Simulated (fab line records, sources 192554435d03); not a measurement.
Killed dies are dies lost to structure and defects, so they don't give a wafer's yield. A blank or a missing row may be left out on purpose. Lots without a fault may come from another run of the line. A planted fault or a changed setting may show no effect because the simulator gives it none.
Problem report in the 8D (eight disciplines) form, filled by code | flow n5_finfet | the parts of the form that need people (team, actions taken, sign-off) are left out

1. THE PROBLEM
raw_defect_count at N5_BEOL_M3_INSPECT_59 reads a mean of 1067 on 6 wafers of 2 lots; wafers without a fault read 74 with a standard deviation of 23. That is +43 standard deviations from the usual mean.
The step: inspects for defects (darkfield).
First seen on wafer L856.1, day 12 22:32, on defect_inspect-02. The record holds 27 wafers of 9 lots with a number at this step. Rule for "out", or "out of limits": more than 4 standard deviations from the usual mean. The other wafers with a number count as sound.

2. WHAT IT IS AND WHAT IT IS NOT
question                    | is                                   | is not
which readings at this step | raw_defect_count                     | -
which lots                  | L856, L857                           | L838, L843, L845, L846, L847, L848, L858
which wafers of those lots  | all that have a number               | -
read on which gauges        | defect_inspect-01, defect_inspect-02 | -
when                        | from day 12 22:32                    | up to then (18 sound wafers); but 3 sound wafers of L858 came after

3. SUSPECTS, AND WHAT RULES EACH OUT
Counting: a tool at a process step up to the reading stays a suspect if it ran every lot that is out and no sound lot after the first of them.
- the gauge at N5_BEOL_M3_INSPECT_59: ruled out. The wafers that are out were read on 2 gauges (defect_inspect-01, defect_inspect-02).
- pecvd-02 at N5_BEOL_M3_DEP_57 (deposits SiCN from 3MS/NH3, target thk 8 nm, time 14 s): kept. It ran every lot that is out, first L856 (day 12 22:26), and no sound lot after that; its last sound lot up to then is L847 (day 10 20:37).
Left after counting: pecvd-02 at N5_BEOL_M3_DEP_57.

4. THE CAUSE (what the simulator had put in)
Chamber particle source: pecvd-02, from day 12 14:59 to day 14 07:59, at N5_BEOL_M3_DEP_57. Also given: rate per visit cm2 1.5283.
Counting left only this tool.

5. THE CHAIN OF EFFECTS, in route order
Each row: a reading whose mean over the struck wafers that have a number lies more than 3 standard deviations from the usual. Only readings for which the record gives a usual standard deviation are gone through. hours: the time from each lot's start at the first step in this table that gives one to its start at this step, as a median over the lots. sigmas: the change in usual standard deviations.
hours | step                    | reading              | usual  | on struck wafers | change | sigmas
0     | N5_BEOL_M3_INSPECT_59   | raw_defect_count     | 74     | 1067             | +993   | +43
3     | N5_BEOL_M4_INSPECT_13   | raw_defect_count     | 454    | 1442             | +988   | +9.0
116   | N5_PASSIVATION_PROBE_49 | defect_limited_yield | 90.9 % | 80.9             | -10.0  | -6.2
116   | N5_PASSIVATION_PROBE_49 | killed_at_M0_to_M3   | 34     | 157              | +123   | +11
116   | N5_PASSIVATION_PROBE_49 | killed_dies          | 107    | 225              | +118   | +6.2
116   | N5_PASSIVATION_PROBE_49 | sort_bin_5_function  | 5.3 %  | 12.0             | +6.7   | +6.1
116   | N5_PASSIVATION_PROBE_49 | sort_n_pass          | 1073   | 955              | -118   | -6.2
The process steps in it:
- N5_PASSIVATION_PROBE_49
Later measuring or inspecting steps at which every struck wafer that the step has a row for has a number for every such reading, and none has moved that far: N5_BEOL_M4_RC_MEAS_101.

6. WHAT WOULD HAVE CAUGHT IT SOONER
In this record the first reading out of limits at a measuring or inspecting step was taken at day 12 22:32, 8 hours after the fault began at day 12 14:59.
Of the tool readings at N5_BEOL_M3_DEP_57 for which the record gives a usual standard deviation, none was out on any struck wafer, so an alarm limit of 4 standard deviations on them would not have fired.
Of the lots that are out (2), L857 began N5_BEOL_M3_DEP_57 on pecvd-02 after day 12 22:32. A hold on the tool at that time would have spared it.
